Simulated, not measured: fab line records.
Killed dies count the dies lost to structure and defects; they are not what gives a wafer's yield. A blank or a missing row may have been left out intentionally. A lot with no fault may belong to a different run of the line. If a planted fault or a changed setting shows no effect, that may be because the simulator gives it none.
Matching of chambers + flow nand harc + NHARC_A_STAIRCASE_ETCH_271 on rie diel-06: 4 sister chambers
The step etches the open film in CF4/CHF3. 14 wafers are shown with their chamber, then 7 later ones without.

== WAFERS PAIRED WITH THEIR CHAMBERS ==
| wafer  | chamber | showerhead plenum p Torr (Torr) | drypump motor current A (A) | rf vpp V (V) |
|--------|---------|---------------------------------|-----------------------------|--------------|
| L075.1 | 1       | 1.50                            | 5.6                         | 368.1        |
| L075.4 | 0       | 1.54                            | 6.1                         | 370.4        |
| L075.5 | 2       | 1.69                            | 6.3                         | 373.4        |
| L084.1 | 3       | 1.52                            | 6.2                         | 369.5        |
| L084.4 | 0       | 1.53                            | 6.1                         | 369.4        |
| L084.5 | 3       | 1.52                            | 6.2                         | 368.9        |
| L086.1 | 0       | 1.53                            | 6.2                         | 367.8        |
| L086.3 | 3       | 1.52                            | 6.2                         | 370.0        |
| L086.4 | 1       | 1.50                            | 5.5                         | 368.3        |
| L089.2 | 1       | 1.49                            | 5.5                         | 366.6        |
| L089.4 | 0       | 1.52                            | 6.1                         | 369.9        |
| L089.5 | 3       | 1.52                            | 6.2                         | 371.0        |
| L090.2 | 2       | 1.68                            | 6.4                         | 374.6        |
| L090.4 | 1       | 1.49                            | 5.5                         | 367.4        |

SIGNATURES, as means of the wafers listed above
| reading                  | chamber 0 | chamber 1 | chamber 2 | chamber 3 | scatter within a chamber |
|--------------------------|-----------|-----------|-----------|-----------|--------------------------|
| showerhead plenum p Torr | 1.5300    | 1.4950    | 1.6850    | 1.5200    | 0.00592                  |
| drypump motor current A  | 6.125     | 5.525     | 6.350     | 6.200     | 0.0447                   |
| rf vpp V                 | 369.375   | 367.600   | 374.000   | 369.850   | 0.932                    |
Rule: a wafer lies at a distance from a chamber equal to the root of the sum of squares, over the readings, of (its reading less the chamber's mean, divided by the reading's scatter). The wafer belongs to the nearest chamber; if the next one is less than 2 further off, it can't be placed. How the scatter is found: for the shown wafers, subtract from each reading the mean of its chamber, square and add these, divide the total by (wafers less chambers), then take the root.

== WAFERS WITH NO CHAMBER GIVEN ==
| wafer  | showerhead plenum p Torr (Torr) | drypump motor current A (A) | rf vpp V (V) |
|--------|---------------------------------|-----------------------------|--------------|
| L090.5 | 1.52                            | 6.2                         | 369.7        |
| L094.1 | 1.52                            | 6.2                         | 367.7        |
| L094.2 | 1.52                            | 6.1                         | 368.5        |
| L094.3 | 1.49                            | 5.6                         | 367.7        |
| L097.1 | 1.51                            | 6.2                         | 369.2        |
| L097.3 | 1.49                            | 5.5                         | 367.9        |
| L097.5 | 1.68                            | 6.3                         | 373.9        |

== EACH ONE'S CHAMBER ==
| wafer  | from the rows above     | in truth |
|--------|-------------------------|----------|
| L090.5 | 3                       | 3        |
| L094.1 | can't be placed: 3 or 0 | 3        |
| L094.2 | can't be placed: 0 or 3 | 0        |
| L094.3 | 1                       | 1        |
| L097.1 | can't be placed: 3 or 0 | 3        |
| L097.3 | 1                       | 1        |
| L097.5 | 2                       | 2        |
4 of 7 placed correctly. These rows do not allow placing 3 (true chamber among the candidates in 3). Wrongly placed: 0.
